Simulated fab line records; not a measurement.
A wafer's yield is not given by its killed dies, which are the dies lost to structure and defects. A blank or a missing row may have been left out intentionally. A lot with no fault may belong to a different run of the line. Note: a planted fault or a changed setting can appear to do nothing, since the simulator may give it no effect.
fab line records / flow n5-finfet
record lots=5 wafers=12 last-day=21
route steps=1938 shown HKMG_FIN@401 BEOL_M4@1111 PASSIVATION@1936
lots that met no fault: from a run of the same line without faults
start-h: hours from the record's opening day to when the first of the lot's shown wafers began / wait-h: hours from the lot's prior step to this one / " repeats the value in the row above / L1.1+2: a row that stands for several wafers / - no value, or no start given / * or withheld: withheld / < > ~ a bound
route shown NAME@n: names a module that has steps shown in the file, with the first one's number in the route / usual: the fault-free wafers' mean and standard deviation / same: alike in all rows / chamber/n: place in a boat / sites: the reading at each site / _std_site: how widely they spread, as a standard deviation / _edge_site: the outer-site mean with the inner-site mean subtracted / radius-mm: for every site, how far away it sits from the centre of the wafer / mask NAME#n: copy n / behind: tool/chamber where the wafer was last shaped / hold: why the lot was held/for how many hours/how that ended / device: which transistor (n, p or np) failed to switch / end of line: tests run on the same wafers once the route is complete / step lacking rows: just its recipe / killed: count of dies lost to structure and defects at first sort (not the wafer's yield) / map: the dies of a wafer, with x for killed, . for not killed, _ for no die there
set.NAME: the setting as run; set.NAME@STEP: as run at that earlier step / model.NAME: the simulator's own value behind a step, which no gauge read
lots seen at some steps along the route; tables by step, rows by wafer
## steps
# step N5_HKMG_FIN_DESCUM_53
# recipe chemistry=O2 time-s=7.9 source-power-w=50 bias-power-w=20 pressure-mtorr=20 rf-frequency-hz=2.712e+07 temp-c=40 resist=CAR-ArF o2-flow-sccm=225
# step N5_HKMG_FIN_ETCH_54
# recipe chemistry=CF4 target=SiARC target-depth-a=455 mask-material=CAR-ArF time-s=75.8 ion-energy-ev=80 pressure-mtorr=40 source-w=545 bias-w=36 Ar_flow_sccm=100 cf4-flow-sccm=100 ends=cleared
# step N5_HKMG_FIN_ETCH_55
# recipe chemistry=N2/H2 target=SOC target-depth-a=2400 temp-c=40 time-s=300 ion-energy-ev=200 mask-material=SiARC pressure-mtorr=30 source-w=840 bias-w=150 n2-flow-sccm=200 h2-flow-sccm=200
# step N5_HKMG_FIN_STRIP_56
# recipe chemistry=N2/H2 temp-c=40 n2-flow-sccm=200 h2-flow-sccm=200 rf-frequency-hz=6e+07
# step N5_HKMG_FIN_STRIP_57
# recipe chemistry=CF4 resist=SiARC power-w=300 bias-power-w=75 pressure-mtorr=50 cf4-flow-sccm=150 rf-frequency-hz=6e+07
# step N5_HKMG_FIN_ETCH_58
# recipe chemistry=N2/H2 target=SOC target-depth-a=2158 ion-energy-ev=50 bias-w=13 time-s=741 pressure-mtorr=30 source-w=875 n2-flow-sccm=200 h2-flow-sccm=200
# step N5_HKMG_FIN_STRIP_93
# recipe chemistry=N2/H2 material=SOC time-s=20 power-w=500 temp-c=40 pressure-mtorr=50 rf-frequency-hz=6e+07 bias-power-w=8 h2-frac=0.5 n2-flow-sccm=300 h2-flow-sccm=300
# step N5_HKMG_FIN_WET_ETCH_76
# recipe chemistry=dNH4OH mix=1:50 temp-c=25 target=Al2O3 stop-on=La2O3 target-depth-nm=2.25 dry=ipa-marangoni rinse-time-s=30 rinse-temp-c=23
# step N5_HKMG_FIN_STRIP_60
# recipe chemistry=N2/H2 power-w=2500 temp-c=300 h2-frac=0.65 time-s=360 pressure-mtorr=withheld n2-flow-sccm=1750 h2-flow-sccm=3250
# step N5_HKMG_FIN_WET_ETCH_77
# recipe chemistry=dHCl mix=1:10000 temp-c=25 target=La2O3 stop-on=HfO2 target-depth-nm=2
# step N5_HKMG_FIN_WET_ETCH_78
# recipe chemistry=dNH4OH mix=1:50 temp-c=25 target=Al2O3 stop-on=La2O3 target-depth-nm=4.5 dry=ipa-marangoni rinse-time-s=30 rinse-temp-c=23
# step N5_HKMG_FIN_ALD_79
# recipe material=TiN target-thk-a=15 temp-c=400 ald-precursor-family=TiCl4 ald-co-reactant=NH3 pulse-time-s=1 purge-time-s=3 co-reactant-purge-time-s=2 co-reactant-pulse-time-s=2 ald-cycles=68 pressure-torr=3
# step N5_HKMG_FIN_CVD_62
# recipe material=a-Si target-thk-a=30 temp-c=500 precursor=Si2H6 pressure-torr=1 time-s=20.8
# usual heater-power-w=1270/74
lot.wafer=L199.2 tool=thermal-cvd-si-02 chamber=2 start-h=135.09 wait-h=0.4 heater-power-w=1280 model.a-Si_of_HKMG_FIN_CVD_62.thk-nm=3
lot.wafer=L199.3 tool=thermal-cvd-si-02 chamber=1 start-h=135.09 wait-h=0.4 heater-power-w=1295 model.a-Si_of_HKMG_FIN_CVD_62.thk-nm=3
lot.wafer=L199.6 tool=thermal-cvd-si-02 chamber=2 start-h=135.09 wait-h=0.4 heater-power-w=1249 model.a-Si_of_HKMG_FIN_CVD_62.thk-nm=3
lot.wafer=L201.1 tool=thermal-cvd-si-02 chamber=0 start-h=145.69 wait-h=0.2 heater-power-w=1218 model.a-Si_of_HKMG_FIN_CVD_62.thk-nm=3
lot.wafer=L201.5 tool=thermal-cvd-si-02 chamber=0 start-h=145.69 wait-h=0.2 heater-power-w=1204 model.a-Si_of_HKMG_FIN_CVD_62.thk-nm=4.8
lot.wafer=L203.1 tool=thermal-cvd-si-02 chamber=1 start-h=155.33 wait-h=0.2 heater-power-w=1277 model.a-Si_of_HKMG_FIN_CVD_62.thk-nm=3.2
lot.wafer=L203.4 tool=thermal-cvd-si-02 chamber=0 start-h=155.33 wait-h=0.2 heater-power-w=1239 model.a-Si_of_HKMG_FIN_CVD_62.thk-nm=5
lot.wafer=L205.2 tool=thermal-cvd-si-02 chamber=2 start-h=170.30 wait-h=0.2 heater-power-w=1224 model.a-Si_of_HKMG_FIN_CVD_62.thk-nm=3.2
lot.wafer=L205.5 tool=thermal-cvd-si-02 chamber=1 start-h=170.30 wait-h=0.2 heater-power-w=1246 model.a-Si_of_HKMG_FIN_CVD_62.thk-nm=5
lot.wafer=L212.1 tool=thermal-cvd-si-01 chamber=2 start-h=212.77 wait-h=0.2 heater-power-w=1320 model.a-Si_of_HKMG_FIN_CVD_62.thk-nm=2.8
lot.wafer=L212.2 tool=thermal-cvd-si-01 chamber=1 start-h=212.77 wait-h=0.2 heater-power-w=1407 model.a-Si_of_HKMG_FIN_CVD_62.thk-nm=2.8
lot.wafer=L212.3 tool=thermal-cvd-si-01 chamber=0 start-h=212.77 wait-h=0.2 heater-power-w=1186 model.a-Si_of_HKMG_FIN_CVD_62.thk-nm=3
# step N5_HKMG_FIN_RTA_80
# recipe temp-c=withheld time-s=2 ambient=N2 idle-temp-c=600 ramp-up-c-per-s=150 ramp-down-c-per-s=60 cool-to-c=600
# step N5_HKMG_FIN_PRECLEAN_64
# recipe chemistry=dHF time-s=30 temp-c=25 dilution=withheld
# step N5_HKMG_FIN_WET_ETCH_65
# recipe chemistry=TMAH temp-c=70 conc-wt-pct=5 target=a-Si stop-on=TiN time-s=49 target-depth-nm=3
# step N5_HKMG_FIN_WET_ETCH_81
# recipe chemistry=SC1 target=TiN stop-on=HfO2 mix=1:1:5 temp-c=60 time-s=57 target-depth-nm=6
# step N5_HKMG_FIN_WET_ETCH_82
# recipe chemistry=dHCl mix=1:10000 temp-c=25 target=La2O3 stop-on=HfO2 target-depth-nm=2 dry=ipa-marangoni rinse-time-s=30 rinse-temp-c=23
# step N5_HKMG_FIN_ALD_36
# recipe material=TiN target-thk-a=10 temp-c=400 ald-precursor-family=TiCl4 ald-co-reactant=NH3 pulse-time-s=1 purge-time-s=3 co-reactant-purge-time-s=2 co-reactant-pulse-time-s=2 ald-cycles=47 pressure-torr=3
# step N5_HKMG_FIN_PWFM_ALD_03
# recipe material=TiN target-thk-a=20 temp-c=400 ald-precursor-family=TiCl4 ald-co-reactant=NH3 pulse-time-s=1 purge-time-s=3 co-reactant-purge-time-s=2 co-reactant-pulse-time-s=2 ald-cycles=91 pressure-torr=3
# step N5_HKMG_FIN_COAT_29
# recipe resist=SOC temp-c=250 time-s=60 spin-rpm=1500 resist-thk-nm=300
# step N5_HKMG_FIN_COAT_30
# recipe resist=SiARC temp-c=220 time-s=60 spin-rpm=1500 resist-thk-nm=35
# step N5_HKMG_FIN_COAT_06
# recipe resist=CAR-ArF spin-rpm=1500 resist-thk-nm=90
# step N5_HKMG_FIN_EBR_08
# recipe solvent=PGMEA ebr-width-mm=1.5
# step N5_HKMG_FIN_SOFTBAKE_07
# recipe temp-c=110 time-s=60 resist=CAR-ArF
# step N5_HKMG_FIN_EXPOSE_09
# recipe mask-id=NWFM na=1.35 source-shape=conventional sigma-outer=0.8 polarization=unpolarized dose-mj=39.25
# step N5_HKMG_FIN_PEB_10
# recipe peb-temp-c=withheld peb-time-s=60 resist=CAR-ArF
# step N5_HKMG_FIN_DEVELOP_11
# recipe develop-time-s=30 developer=TMAH resist=CAR-ArF dev-temp-c=23 rinse-liquid=diw dry=air-spin
# step N5_HKMG_FIN_DESCUM_17
# recipe chemistry=O2 time-s=7.9 source-power-w=50 bias-power-w=20 pressure-mtorr=20 rf-frequency-hz=2.712e+07 temp-c=40 resist=CAR-ArF o2-flow-sccm=225
# step N5_HKMG_FIN_ETCH_31
# recipe chemistry=CF4 target=SiARC target-depth-a=455 mask-material=CAR-ArF time-s=75.8 ion-energy-ev=80 pressure-mtorr=40 source-w=545 bias-w=36 Ar_flow_sccm=100 cf4-flow-sccm=100 ends=cleared
# step N5_HKMG_FIN_ETCH_32
# recipe chemistry=N2/H2 target=SOC target-depth-a=2400 temp-c=40 time-s=300 ion-energy-ev=200 mask-material=SiARC pressure-mtorr=30 source-w=840 bias-w=150 n2-flow-sccm=200 h2-flow-sccm=200
# step N5_HKMG_FIN_STRIP_33
# recipe chemistry=N2/H2 temp-c=40 n2-flow-sccm=200 h2-flow-sccm=200 rf-frequency-hz=6e+07
# step N5_HKMG_FIN_STRIP_34
# recipe chemistry=CF4 resist=SiARC power-w=300 bias-power-w=75 pressure-mtorr=50 cf4-flow-sccm=150 rf-frequency-hz=6e+07
# step N5_HKMG_FIN_ETCH_35
# recipe chemistry=N2/H2 target=SOC target-depth-a=2158 ion-energy-ev=65 bias-w=5 source-w=3000 time-s=243.4 pressure-mtorr=30 n2-flow-sccm=200 h2-flow-sccm=200
# step N5_HKMG_FIN_STRIP_92
# recipe chemistry=N2/H2 material=SOC time-s=20 power-w=500 temp-c=40 pressure-mtorr=50 rf-frequency-hz=6e+07 bias-power-w=8 h2-frac=0.5 n2-flow-sccm=300 h2-flow-sccm=300
# step N5_HKMG_FIN_WET_ETCH_18
# recipe chemistry=SC1 target=TiN mix=1:1:5 temp-c=* time-s=55 target-depth-nm=5.2 dry=ipa-marangoni rinse-time-s=30 rinse-temp-c=23
# step N5_HKMG_FIN_STRIP_19
# recipe chemistry=N2/H2 power-w=2500 temp-c=300 h2-frac=0.65 time-s=360 pressure-mtorr=withheld n2-flow-sccm=1750 h2-flow-sccm=3250
# step N5_HKMG_FIN_ALD_91
# recipe material=TiN target-thk-a=10 temp-c=400 ald-precursor-family=TiCl4 ald-co-reactant=NH3 pulse-time-s=1 purge-time-s=3 co-reactant-purge-time-s=2 co-reactant-pulse-time-s=2 ald-cycles=47 pressure-torr=3
# step N5_BEOL_M4_RC_MEAS_101
# usual DIBL_N=36.1/2.3 DIBL_P=36/3.2 EOT_P=10.46/0.1 IGATE_P=0.0039/0.00073 IOFF_N=0.16/0.045 IOFF_N_85C=3.2/0.72 IOFF_N_LIN=0.076/0.016 IOFF_N_LONG=5.56e-05/2.4e-06 IOFF_P=0.21/0.049 IOFF_P_85C=3.7/0.7 IOFF_P_LIN=0.101/0.016 IOFF_P_LONG=0.000107/8.9e-06 ION_N=674/14 ION_P=462/8.4 SS_N=71.6/0.83 SS_P=73.2/0.87 VT_N=249/3.8 VT_N_LONG=274.7/2 VT_N_LVT=98/3.8 VT_P=-250/3.4 VT_P_LONG=-275/3 VT_P_LVT=-99/3
lot.wafer=L201.1 tool=prober-02 chamber=0 start-h=297.13 wait-h=0.0 DIBL_N[mV/V]=32.9 DIBL_P[mV/V]=32 EOT_P=10.45 IGATE_P[nA/um]=0.0038 IOFF_N[nA/um]=0.10 IOFF_N_85C[nA/um]=2.2 IOFF_N_LIN[nA/um]=0.051 IOFF_N_LONG[nA/um]=5.13e-05 IOFF_P[nA/um]=0.15 IOFF_P_85C[nA/um]=2.8 IOFF_P_LIN[nA/um]=0.078 IOFF_P_LONG[nA/um]=0.000104 ION_N[uA/um]=648 ION_P[uA/um]=454 SS_N[mV/dec]=70.0 SS_P[mV/dec]=72.0 VT_N[mV]=254 VT_N_LONG[mV]=278.3 VT_N_LVT[mV]=102 VT_P[mV]=-256 VT_P_LONG[mV]=-279 VT_P_LVT[mV]=-101
lot.wafer=L201.5 tool=prober-02 chamber=0 start-h=297.13 wait-h=0.0 DIBL_N[mV/V]=35.2 DIBL_P[mV/V]=36 EOT_P=10.69 IGATE_P[nA/um]=0.0009 IOFF_N[nA/um]=0.00 IOFF_N_85C[nA/um]=0.0 IOFF_N_LIN[nA/um]=0.000 IOFF_N_LONG[nA/um]=2.64e-05 IOFF_P[nA/um]=2.58 IOFF_P_85C[nA/um]=29.4 IOFF_P_LIN[nA/um]=1.226 IOFF_P_LONG[nA/um]=0.000509 ION_N[uA/um]=312 ION_P[uA/um]=567 SS_N[mV/dec]=71.2 SS_P[mV/dec]=72.6 VT_N[mV]=423 VT_N_LONG[mV]=445.5 VT_N_LVT[mV]=271 VT_P[mV]=-177 VT_P_LONG[mV]=-224 VT_P_LVT[mV]=-28
lot.wafer=L199.2 tool=prober-01 chamber=0 start-h=304.00 wait-h=0.2 DIBL_N[mV/V]=33.9 DIBL_P[mV/V]=34 EOT_P=10.52 IGATE_P[nA/um]=0.0036 IOFF_N[nA/um]=0.14 IOFF_N_85C[nA/um]=2.8 IOFF_N_LIN[nA/um]=0.072 IOFF_N_LONG[nA/um]=6.34e-05 IOFF_P[nA/um]=0.21 IOFF_P_85C[nA/um]=3.6 IOFF_P_LIN[nA/um]=0.104 IOFF_P_LONG[nA/um]=0.000123 ION_N[uA/um]=671 ION_P[uA/um]=462 SS_N[mV/dec]=71.7 SS_P[mV/dec]=73.2 VT_N[mV]=249 VT_N_LONG[mV]=270.2 VT_N_LVT[mV]=98 VT_P[mV]=-247 VT_P_LONG[mV]=-273 VT_P_LVT[mV]=-97
lot.wafer=L199.3 tool=prober-01 chamber=0 start-h=304.00 wait-h=0.2 DIBL_N[mV/V]=34.1 DIBL_P[mV/V]=35 EOT_P=10.46 IGATE_P[nA/um]=0.0040 IOFF_N[nA/um]=0.17 IOFF_N_85C[nA/um]=3.3 IOFF_N_LIN[nA/um]=0.086 IOFF_N_LONG[nA/um]=6.29e-05 IOFF_P[nA/um]=0.24 IOFF_P_85C[nA/um]=4.0 IOFF_P_LIN[nA/um]=0.117 IOFF_P_LONG[nA/um]=0.00012 ION_N[uA/um]=689 ION_P[uA/um]=477 SS_N[mV/dec]=71.3 SS_P[mV/dec]=72.8 VT_N[mV]=244 VT_N_LONG[mV]=271.1 VT_N_LVT[mV]=94 VT_P[mV]=-246 VT_P_LONG[mV]=-268 VT_P_LVT[mV]=-94
lot.wafer=L199.6 tool=prober-01 chamber=0 start-h=304.00 wait-h=0.2 DIBL_N[mV/V]=34.3 DIBL_P[mV/V]=34 EOT_P=10.30 IGATE_P[nA/um]=0.0044 IOFF_N[nA/um]=0.15 IOFF_N_85C[nA/um]=3.0 IOFF_N_LIN[nA/um]=0.074 IOFF_N_LONG[nA/um]=6.27e-05 IOFF_P[nA/um]=0.22 IOFF_P_85C[nA/um]=3.7 IOFF_P_LIN[nA/um]=0.109 IOFF_P_LONG[nA/um]=0.000122 ION_N[uA/um]=670 ION_P[uA/um]=463 SS_N[mV/dec]=71.4 SS_P[mV/dec]=72.3 VT_N[mV]=250 VT_N_LONG[mV]=270.8 VT_N_LVT[mV]=97 VT_P[mV]=-248 VT_P_LONG[mV]=-270 VT_P_LVT[mV]=-95
lot.wafer=L205.2 tool=prober-01 chamber=0 start-h=329.58 wait-h=0.2 DIBL_N[mV/V]=36.9 DIBL_P[mV/V]=37 EOT_P=10.48 IGATE_P[nA/um]=0.0035 IOFF_N[nA/um]=0.18 IOFF_N_85C[nA/um]=3.4 IOFF_N_LIN[nA/um]=0.081 IOFF_N_LONG[nA/um]=5.41e-05 IOFF_P[nA/um]=0.22 IOFF_P_85C[nA/um]=3.6 IOFF_P_LIN[nA/um]=0.100 IOFF_P_LONG[nA/um]=0.000105 ION_N[uA/um]=684 ION_P[uA/um]=468 SS_N[mV/dec]=71.4 SS_P[mV/dec]=73.0 VT_N[mV]=245 VT_N_LONG[mV]=274.7 VT_N_LVT[mV]=94 VT_P[mV]=-251 VT_P_LONG[mV]=-279 VT_P_LVT[mV]=-98
lot.wafer=L205.5 tool=prober-01 chamber=0 start-h=329.58 wait-h=0.2 DIBL_N[mV/V]=35.8 DIBL_P[mV/V]=36 EOT_P=11.06 IGATE_P[nA/um]=0.0005 IOFF_N[nA/um]=0.00 IOFF_N_85C[nA/um]=0.0 IOFF_N_LIN[nA/um]=0.000 IOFF_N_LONG[nA/um]=2.65e-05 IOFF_P[nA/um]=3.05 IOFF_P_85C[nA/um]=33.6 IOFF_P_LIN[nA/um]=1.448 IOFF_P_LONG[nA/um]=0.000546 ION_N[uA/um]=303 ION_P[uA/um]=562 SS_N[mV/dec]=71.5 SS_P[mV/dec]=73.6 VT_N[mV]=424 VT_N_LONG[mV]=452.5 VT_N_LVT[mV]=274 VT_P[mV]=-177 VT_P_LONG[mV]=-222 VT_P_LVT[mV]=-25
lot.wafer=L203.1 tool=prober-02 chamber=0 start-h=347.66 wait-h=0.0 DIBL_N[mV/V]=37.6 DIBL_P[mV/V]=39 EOT_P=10.42 IGATE_P[nA/um]=0.0040 IOFF_N[nA/um]=0.17 IOFF_N_85C[nA/um]=3.3 IOFF_N_LIN[nA/um]=0.077 IOFF_N_LONG[nA/um]=5.59e-05 IOFF_P[nA/um]=0.29 IOFF_P_85C[nA/um]=4.8 IOFF_P_LIN[nA/um]=0.126 IOFF_P_LONG[nA/um]=0.000108 ION_N[uA/um]=661 ION_P[uA/um]=465 SS_N[mV/dec]=71.7 SS_P[mV/dec]=74.3 VT_N[mV]=250 VT_N_LONG[mV]=274.0 VT_N_LVT[mV]=98 VT_P[mV]=-246 VT_P_LONG[mV]=-276 VT_P_LVT[mV]=-93
lot.wafer=L203.4 tool=prober-02 chamber=0 start-h=347.66 wait-h=0.0 DIBL_N[mV/V]=34.2 DIBL_P[mV/V]=31 EOT_P=10.82 IGATE_P[nA/um]=0.0007 IOFF_N[nA/um]=0.00 IOFF_N_85C[nA/um]=0.0 IOFF_N_LIN[nA/um]=0.000 IOFF_N_LONG[nA/um]=2.87e-05 IOFF_P[nA/um]=2.03 IOFF_P_85C[nA/um]=24.4 IOFF_P_LIN[nA/um]=1.127 IOFF_P_LONG[nA/um]=0.000571 ION_N[uA/um]=286 ION_P[uA/um]=534 SS_N[mV/dec]=71.0 SS_P[mV/dec]=72.4 VT_N[mV]=434 VT_N_LONG[mV]=445.7 VT_N_LVT[mV]=281 VT_P[mV]=-182 VT_P_LONG[mV]=-221 VT_P_LVT[mV]=-29
lot.wafer=L212.1 tool=prober-01 chamber=0 start-h=393.78 wait-h=0.0 DIBL_N[mV/V]=34.9 DIBL_P[mV/V]=36 EOT_P=10.26 IGATE_P[nA/um]=0.0051 IOFF_N[nA/um]=0.14 IOFF_N_85C[nA/um]=2.8 IOFF_N_LIN[nA/um]=0.069 IOFF_N_LONG[nA/um]=5.52e-05 IOFF_P[nA/um]=0.20 IOFF_P_85C[nA/um]=3.5 IOFF_P_LIN[nA/um]=0.095 IOFF_P_LONG[nA/um]=0.000105 ION_N[uA/um]=675 ION_P[uA/um]=466 SS_N[mV/dec]=71.4 SS_P[mV/dec]=73.1 VT_N[mV]=251 VT_N_LONG[mV]=274.3 VT_N_LVT[mV]=99 VT_P[mV]=-250 VT_P_LONG[mV]=-277 VT_P_LVT[mV]=-98
lot.wafer=L212.2 tool=prober-01 chamber=0 start-h=393.78 wait-h=0.0 DIBL_N[mV/V]=38.5 DIBL_P[mV/V]=40 EOT_P=10.32 IGATE_P[nA/um]=0.0043 IOFF_N[nA/um]=0.20 IOFF_N_85C[nA/um]=3.9 IOFF_N_LIN[nA/um]=0.091 IOFF_N_LONG[nA/um]=5.61e-05 IOFF_P[nA/um]=0.25 IOFF_P_85C[nA/um]=4.2 IOFF_P_LIN[nA/um]=0.110 IOFF_P_LONG[nA/um]=0.0001 ION_N[uA/um]=690 ION_P[uA/um]=463 SS_N[mV/dec]=72.2 SS_P[mV/dec]=73.7 VT_N[mV]=248 VT_N_LONG[mV]=276.8 VT_N_LVT[mV]=94 VT_P[mV]=-248 VT_P_LONG[mV]=-276 VT_P_LVT[mV]=-96
lot.wafer=L212.3 tool=prober-01 chamber=0 start-h=393.78 wait-h=0.0 DIBL_N[mV/V]=39.8 DIBL_P[mV/V]=41 EOT_P=10.43 IGATE_P[nA/um]=0.0039 IOFF_N[nA/um]=0.23 IOFF_N_85C[nA/um]=4.3 IOFF_N_LIN[nA/um]=0.094 IOFF_N_LONG[nA/um]=5.64e-05 IOFF_P[nA/um]=0.28 IOFF_P_85C[nA/um]=4.7 IOFF_P_LIN[nA/um]=0.119 IOFF_P_LONG[nA/um]=0.000106 ION_N[uA/um]=678 ION_P[uA/um]=463 SS_N[mV/dec]=73.0 SS_P[mV/dec]=74.4 VT_N[mV]=249 VT_N_LONG[mV]=275.8 VT_N_LVT[mV]=95 VT_P[mV]=-249 VT_P_LONG[mV]=-277 VT_P_LVT[mV]=-94
# step N5_PASSIVATION_PROBE_49
# usual defect-limited-yield=90.9/1.6 killed_at_M0_to_M3=37/11 killed_at_M4_up=15/5.6 killed-at-contacts=13/6.4 killed-at-front-end=39/11 killed-at-other=4/3.1 killed-dies=107/19 killed-open=71/14 killed-short=34/7.8 sort_bin_4_leakage=0.01/0.053 sort_bin_5_function=5.3/1 sort_bin_6_memory=3.4/0.72 sort-n-pass=1072/20 sort-yield-pct=90.9/1.7
# same gross-dies=1180 killed-at-back-side=0 sort_bin_8_speed[%]=0
lot.wafer=L201.5 tool=prober-02 chamber=- start-h=429.34 wait-h=0.2 defect-limited-yield[%]=90.7 killed_at_M0_to_M3=32 killed_at_M4_up=19 killed-at-contacts=19 killed-at-front-end=33 killed-at-other=7 killed-dies=110 killed-open=64 killed-short=45 sort_bin_4_leakage[%]=90.68 sort_bin_5_function[%]=6.1 sort_bin_6_memory[%]=3.1 sort-n-pass=0 sort-yield-pct[%]=0
lot.wafer=L205.5 tool=prober-01 chamber=- start-h=447.95 wait-h=0.2 defect-limited-yield[%]=92.5 killed_at_M0_to_M3=27 killed_at_M4_up=9 killed-at-contacts=22 killed-at-front-end=29 killed-at-other=1 killed-dies=88 killed-open=52 killed-short=35 sort_bin_4_leakage[%]=92.54 sort_bin_5_function[%]=4.7 sort_bin_6_memory[%]=2.2 sort-n-pass=0 sort-yield-pct[%]=0
lot.wafer=L203.1 tool=prober-02 chamber=- start-h=469.02 wait-h=0.0 defect-limited-yield[%]=91.7 killed_at_M0_to_M3=27 killed_at_M4_up=13 killed-at-contacts=8 killed-at-front-end=50 killed-at-other=0 killed-dies=98 killed-open=70 killed-short=26 sort_bin_4_leakage[%]=0 sort_bin_5_function[%]=4.9 sort_bin_6_memory[%]=3.4 sort-n-pass=1082 sort-yield-pct[%]=91.7
lot.wafer=L203.4 tool=prober-02 chamber=- start-h=469.17 wait-h=0.2 defect-limited-yield[%]=89.5 killed_at_M0_to_M3=32 killed_at_M4_up=17 killed-at-contacts=9 killed-at-front-end=61 killed-at-other=5 killed-dies=124 killed-open=91 killed-short=31 sort_bin_4_leakage[%]=89.49 sort_bin_5_function[%]=6.5 sort_bin_6_memory[%]=3.6 sort-n-pass=0 sort-yield-pct[%]=0
# killed by level:class
L201.5 MOL_CONTACT_COAG:geometric-particle:open=16 BEOL_M4:geometric-particle:open=12 FIN_SAQP:geometric-particle:short=9 BEOL_M3:geometric-particle:open=8 FIN_SAQP:geometric-particle:open=5 BEOL_M0_SAQP:geometric-particle:open=5 STARTING-WAFER:geometric-particle:short=5 STARTING-WAFER:geometric-particle:open=4
L205.5 MOL_CONTACT_COAG:geometric-particle:open=16 BEOL_M0_SAQP:geometric-particle:short=8 BEOL_M3:geometric-particle:open=7 STI_FIN_REVEAL:geometric-particle:open=6 DUMMY_GATE:geometric-particle:open=5 MOL_CONTACT_COAG:geometric-particle:short=5 DUMMY_GATE:geometric-particle:short=4 BEOL_M0_SAQP:geometric-particle:open=4
L203.1 STI_FIN_REVEAL:geometric-particle:open=13 FIN_SAQP:geometric-particle:short=9 BEOL_M3:geometric-particle:open=9 BEOL_M4:geometric-particle:open=8 DUMMY_GATE:geometric-particle:open=7 MOL_CONTACT_COAG:geometric-particle:open=7 FIN_SAQP:geometric-particle:open=6 BEOL_M1:geometric-particle:open=6
L203.4 STI_FIN_REVEAL:geometric-particle:open=18 BEOL_M4:geometric-particle:open=9 DUMMY_GATE:geometric-particle:open=9 BEOL_M1:geometric-particle:open=9 FIN_SAQP:geometric-particle:open=7 GATE_CUT:geometric-particle:open=6 MOL_CONTACT_COAG:geometric-particle:open=6 BEOL_M3:geometric-particle:open=5
# map L201.5 (x killed, . not)
_________________.....x......________________
______________x..xx.x....x......_____________
___________.x..x......x..........x.__________
__________.....................x...._________
________...x............xx........x..._______
_______......x.....x.....x...x.........______
______............x....x...........x...._____
_____....x...............................____
____...................x..................___
___...............x...x....................__
___..............x...x.......x....x..x.....__
__.......x..x........x..........x..........._
__.x.....x..x..................x..........x._
_x..........x....x..........................x
_.x.xx.x............................x........
_...............................x............
_..x...............x..x...x................x.
_..............x.....................x.....x.
_.....x......................................
_.x..........................x.......x..x....
_...................x..............x.........
__x.........................x.....x......x.._
__...x.......x.........x...................._
___.............x....x..................x.x__
___......................x.........x...x...__
____.x....x...x.x....x......x.......x.....___
_____.........................x.....xx...____
______...............x....x..x.....x.x.._____
_______.......................x.......x______
________x............x........x.....x._______
__________..................x..x...x_________
___________x......x....x....x......__________
______________...........x......_____________
_________________.xx.........________________
# map L203.4 (x killed, . not)
_________________....x......x________________
______________.......x.......x.._____________
___________............x...........__________
__________...x...x..x......x........_________
________......x.....x..x.......x......_______
_______......x.........x.x..........x..______
______.............x....x..............._____
_____....x..x............................____
____.......x......x..................x..x.___
___.................x.....x.........x......__
___........................................__
__......x...........xx............xx.x.....x_
__........x....x.............x....x........._
_..........x.......x........x.xx...........x.
_............x....x.....x.......x.x..........
_.........................x.....xx.....x.....
_xx.x..x.....x......x...........x............
_.....................x...x.x..............x.
_............x...x.....x.....xx.....x.x..x.x.
_.........x...........................x...x.x
_.x.xx......x.....x..........................
__.....x........x.......x....x.............x_
__...x.......................x......x......._
___.....x........x.......................x.__
___.x..................x.........x..x......__
____...................x........x..x.....x___
_____x..........x...x.x...........x....x.____
______x.............x............xx....x_____
_______................................______
________....x.........x..........x...._______
__________x............x...x.....x.x_________
___________........................__________
______________.............x...._____________
_________________x........x..________________
## key
first-sign step=N5_BEOL_M4_RC_MEAS_101 reading=VT_N_LONG direction=up sigmas=89 usual=274.7 struck=447.9
effect step=N5_BEOL_M4_RC_MEAS_101 reading=IOFF_P_LIN direction=up sigmas=71 usual=0.101 struck=1.267
effect step=N5_BEOL_M4_RC_MEAS_101 reading=IOFF_P_LONG direction=up sigmas=49 usual=0.000107 struck=0.000542
effect step=N5_BEOL_M4_RC_MEAS_101 reading=IOFF_P direction=up sigmas=48 usual=0.21 struck=2.55
effect step=N5_BEOL_M4_RC_MEAS_101 reading=VT_N direction=up sigmas=47 usual=249 struck=427
effect step=N5_BEOL_M4_RC_MEAS_101 reading=VT_N_LVT direction=up sigmas=46 usual=98 struck=275
effect step=N5_BEOL_M4_RC_MEAS_101 reading=IOFF_P_85C direction=up sigmas=37 usual=3.7 struck=29.1
effect step=N5_BEOL_M4_RC_MEAS_101 reading=ION_N direction=down sigmas=27 usual=674 struck=300
effect step=N5_BEOL_M4_RC_MEAS_101 reading=VT_P_LVT direction=up sigmas=24 usual=-99 struck=-27
effect step=N5_BEOL_M4_RC_MEAS_101 reading=VT_P direction=up sigmas=21 usual=-250 struck=-179
effect step=N5_BEOL_M4_RC_MEAS_101 reading=VT_P_LONG direction=up sigmas=17 usual=-275 struck=-222
effect step=N5_BEOL_M4_RC_MEAS_101 reading=IOFF_N_LONG direction=down sigmas=12 usual=5.56e-05 struck=2.72e-05
effect step=N5_PASSIVATION_PROBE_49 reading=sort_bin_4_leakage direction=up sigmas=99+ usual=0.01 struck=90.90
model-effect step=N5_HKMG_FIN_CVD_62 value=a-Si_of_HKMG_FIN_CVD_62.thk-nm without=3.133 struck=4.933
met-at N5_HKMG_FIN_CVD_62
struck-wafers L201.5,L203.4,L205.5
onset-between 135.09 145.69
fault kind=process-parameter-drift tool=thermal-cvd-si-02 chamber=- onset-h=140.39 steps=N5_HKMG_FIN_CVD_62 channel=time-s offset=* shape=step end-h=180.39 scope=struck-wafers-only stated=*
